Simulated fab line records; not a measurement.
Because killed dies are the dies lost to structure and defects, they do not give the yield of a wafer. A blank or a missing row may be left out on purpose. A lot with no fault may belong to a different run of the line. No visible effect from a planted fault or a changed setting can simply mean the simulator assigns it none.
Which tool was responsible?	flow n5 finfet	30 wafers from 10 lots sampled at 5 of the route's 1938 steps

== WHAT THE GAUGES READ, wafer by wafer ==
N5_WELL_APT_INSPECT_27: inspects for defects (macro).
lot	measured	on	raw defect count
L225	day 1 15:26	defect inspect-02	2 1 0
L228	day 2 08:56	defect inspect-02	3 0 1
L231	day 3 03:18	defect inspect-02	0 1 2
L235	day 4 03:25	defect inspect-01	1 3 2
L237	day 4 15:14	defect inspect-01	2 2 3
L238	day 4 21:00	defect inspect-02	0 3 4
L239	day 5 07:28	defect inspect-02	1 4 2
L240	day 5 09:23	defect inspect-02	3 1 4
L241	day 5 15:33	defect inspect-01	1 4 5
L243	day 6 02:46	defect inspect-02	0 4 2

N5_WELL_APT_INSPECT_38: inspects for defects (darkfield).
lot	measured	on	raw defect count
L225	day 1 17:37	defect inspect-01	14 10 18
L228	day 2 10:37	defect inspect-02	13 16 12
L231	day 3 05:17	defect inspect-01	15 18 14
L235	day 4 05:20	defect inspect-01	16 19 15
L237	day 4 17:05	defect inspect-02	15 13 15
L238	day 4 23:36	defect inspect-02	11 13 11
L239	day 5 09:08	defect inspect-02	11 13 13
L240	day 5 11:28	defect inspect-02	14 3 11
L241	day 5 17:43	defect inspect-02	12 9 12
L243	day 6 05:32	defect inspect-01	17 27 17

N5_BEOL_M4_RC_MEAS_101.
lot	measured	on	CJ_P	DIBL_N (mV/V)	DIBL_P (mV/V)	IOFF_N (nA/um)	IOFF_P (nA/um)	IOFF_P_LONG (nA/um)	ION_N (uA/um)	ION_P (uA/um)	SS_N (mV/dec)	SS_P (mV/dec)	VT_N (mV)	VT_P (mV)
L225	day 8 10:06	prober-01	5.78 5.53 5.29	36.0 37.1 36.7	37.1 37.0 36.6	0.17 0.18 0.18	0.24 0.23 0.23	0.000115 0.000108 0.000104	684 682 669	471 464 467	71.4 71.3 71.6	73.4 73.3 73.3	249 248 249	-247 -248 -247
L228	day 8 09:44	prober-02	5.66 5.76 5.72	38.8 37.2 36.9	39.1 37.0 35.8	0.20 0.16 0.14	0.28 0.22 0.21	0.000106 0.000107 0.000106	671 664 667	463 459 460	72.0 71.6 72.1	74.1 72.7 73.2	246 249 250	-244 -247 -250
L231	day 9 08:45	prober-01	5.68 6.06 5.94	36.3 34.4 39.2	37.4 36.1 40.2	0.15 0.13 0.20	0.21 0.18 0.27	0.0001 0.000109 0.000107	654 663 669	448 460 455	70.6 71.2 73.0	73.9 73.1 74.0	248 252 246	-252 -251 -251
L235	day 10 21:30	prober-01	5.96 5.31 5.70	37.7 36.0 34.8	38.1 35.1 33.7	0.19 0.15 0.13	0.27 0.21 0.18	0.000116 0.000101 0.00011	687 656 678	477 455 462	71.5 71.8 71.3	73.5 72.4 73.1	248 249 251	-244 -249 -249
L237	day 10 21:58	prober-02	5.85 5.61 5.96	34.8 37.0 32.8	35.7 37.5 32.3	0.13 0.16 0.10	0.19 0.21 0.14	0.000106 0.000101 0.000106	672 676 658	462 459 451	71.4 72.0 71.4	73.5 73.7 71.9	251 249 255	-250 -248 -255
L238	day 11 15:01	prober-01	6.07 6.12 6.20	36.2 35.2 35.0	35.7 35.6 34.7	0.14 0.14 0.12	0.19 0.20 0.18	0.000106 0.00011 0.000109	658 684 655	453 470 460	71.2 71.1 70.1	72.7 73.4 72.7	252 250 254	-252 -250 -251
L239	day 11 21:53	prober-02	5.75 5.63 6.10	34.5 37.2 37.5	34.6 37.2 38.0	0.12 0.16 0.16	0.16 0.19 0.20	9.1e-05 9.1e-05 9.8e-05	667 676 672	455 457 460	71.1 71.5 72.1	72.6 72.8 73.8	252 250 252	-255 -254 -253
L240	day 12 17:39	prober-01	5.80 5.93 5.88	35.4 35.4 34.2	35.2 36.6 32.8	0.14 0.16 0.12	0.20 0.23 0.17	0.000109 0.000111 0.00011	676 674 670	469 466 457	71.5 71.5 71.4	73.1 73.0 72.7	252 249 251	-249 -247 -252
L241	day 12 02:13	prober-01	7.40 7.51 6.88	36.8 33.2 35.1	35.8 33.2 33.6	0.17 0.12 0.14	0.19 0.16 0.15	0.000152 0.00016 0.000127	682 677 665	461 465 450	71.5 70.2 71.2	73.4 72.3 73.3	247 252 254	-251 -254 -257
L243	day 12 10:33	prober-01	6.80 7.53 7.59	37.5 34.2 33.3	38.5 34.1 33.8	0.19 0.12 0.11	0.20 0.14 0.13	0.000115 0.000147 0.000144	678 670 655	455 453 442	72.3 71.8 71.4	73.8 73.0 72.8	251 255 255	-252 -259 -259

== EACH LOT AND THE TOOL THAT RAN IT (in order: tool; ch and the chambers of the sampled wafers; start) ==
lot	N5_ZERO_LAYER_STRIP_24	N5_WELL_APT_IMPLANT_15
L225	plasma asher-02 ch 0,1, day 1 12:53	implanter-02 ch 0, day 1 14:30
L228	plasma asher-01 ch 0,1, day 2 06:55	implanter-01 ch 0, day 2 08:11
L231	plasma asher-01 ch 0,1, day 3 01:05	implanter-02 ch 0, day 3 02:31
L235	plasma asher-01 ch 0,1, day 4 01:25	implanter-02 ch 0, day 4 02:35
L237	plasma asher-02 ch 0,1, day 4 12:59	implanter-02 ch 0, day 4 14:17
L238	plasma asher-01 ch 0,1, day 4 19:01	implanter-01 ch 0, day 4 20:12
L239	plasma asher-01 ch 0,1, day 5 00:53	implanter-02 ch 0, day 5 06:17
L240	plasma asher-02 ch 0,1, day 5 06:54	implanter-01 ch 0, day 5 08:18
L241	plasma asher-02 ch 0,1, day 5 13:14	implanter-02 ch 0, day 5 14:25
L243	plasma asher-01 ch 0,1, day 6 00:56	implanter-02 ch 0, day 6 01:59
- N5_ZERO_LAYER_STRIP_24: strips in O2.
- N5_WELL_APT_IMPLANT_15

== WHAT THE TOOLS THEMSELVES READ (means of the sampled wafers that have a number; where no wafer has one, the mark that the record gives instead) ==
N5_ZERO_LAYER_STRIP_24.
lot	tool	drypump motor current A (A)	heater power w (W)	oes product au (a.u.)	strip time to endpoint s (s)
L225	plasma asher-02	5.66	355	0.640	43.86
L228	plasma asher-01	5.57	306	0.649	43.73
L231	plasma asher-01	5.59	301	0.644	43.74
L235	plasma asher-01	5.67	301	0.646	43.81
L237	plasma asher-02	5.65	364	0.648	43.74
L238	plasma asher-01	5.66	298	0.649	43.90
L239	plasma asher-01	5.57	307	0.645	43.85
L240	plasma asher-02	5.63	364	0.650	43.87
L241	plasma asher-02	5.67	360	0.646	43.93
L243	plasma asher-01	5.59	305	0.647	43.97

N5_WELL_APT_IMPLANT_15.
lot	tool	beam energy keV	dose ions cm2	faraday current uA
L225	implanter-02	24.995	1.5005e+13	191
L228	implanter-01	25.002	1.5024e+13	192
L231	implanter-02	25.002	1.5005e+13	191
L235	implanter-02	24.997	1.4999e+13	192
L237	implanter-02	25.005	1.5006e+13	188
L238	implanter-01	24.998	1.4998e+13	190
L239	implanter-02	24.994	1.4998e+13	193
L240	implanter-01	25.006	1.4988e+13	190
L241	implanter-02	24.999	2.5000e+13	320
L243	implanter-02	24.999	2.4993e+13	319

== THE ANSWER, worked out from the rows above alone ==
Rule: the usual values come from the lots themselves. The widest of any qualifying gaps counts: lots, ordered by their means at a reading, are off when they make up no more than a third of the lots, leave a main group of 4 or more, and stand apart from it by 3 or more times the standard deviation of that group's means. Not used: any main group whose means are identical at the precision the tables above print for the reading. Also off: a lot with no number at a reading for which 4 or more lots have one. All remaining lots with rows at the step are treated as sound. The gauges are gone through in route order, then the tools' own readings, and for those a lot's mean is taken as printed above. At the first step where some lot is off, the reading lying furthest off is the one used; lots without a number count as furthest.
Off: at N5_BEOL_M4_RC_MEAS_101 (CJ_P), L241, L243. Mean 5.80 and standard deviation 0.17 in the main group.
If a tool, at a process step before that reading, ran all the lots that are off and no sound lot after the first of them, it fits. The gauges at N5_BEOL_M4_RC_MEAS_101 aren't tried: what is off there is off at N5_WELL_APT_IMPLANT_15 too, on other tools, and a gauge's error can't cause that. One fits: implanter-02 at N5_WELL_APT_IMPLANT_15. Its last sound lot is L239 (day 5 06:17), its first lot that is off L241 (day 5 14:25): a fault that began between those two fits.
The tool's own readings at N5_WELL_APT_IMPLANT_15 bear it out: on the lots that are off they differ by more than 5 times the standard deviation of the sound lots' means. dose ions cm2 reads 2.4996e+13 there against 1.5003e+13 on the sound lots; faraday current uA reads 320 there against 191 on the sound lots.

== WHAT WAS PUT IN BY THE SIMULATOR ==
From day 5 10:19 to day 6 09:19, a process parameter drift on implanter-02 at N5_WELL_APT_IMPLANT_15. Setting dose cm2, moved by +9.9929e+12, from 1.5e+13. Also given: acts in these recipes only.
Shown lots that were struck: L241, L243. The rule above reached the same finding.
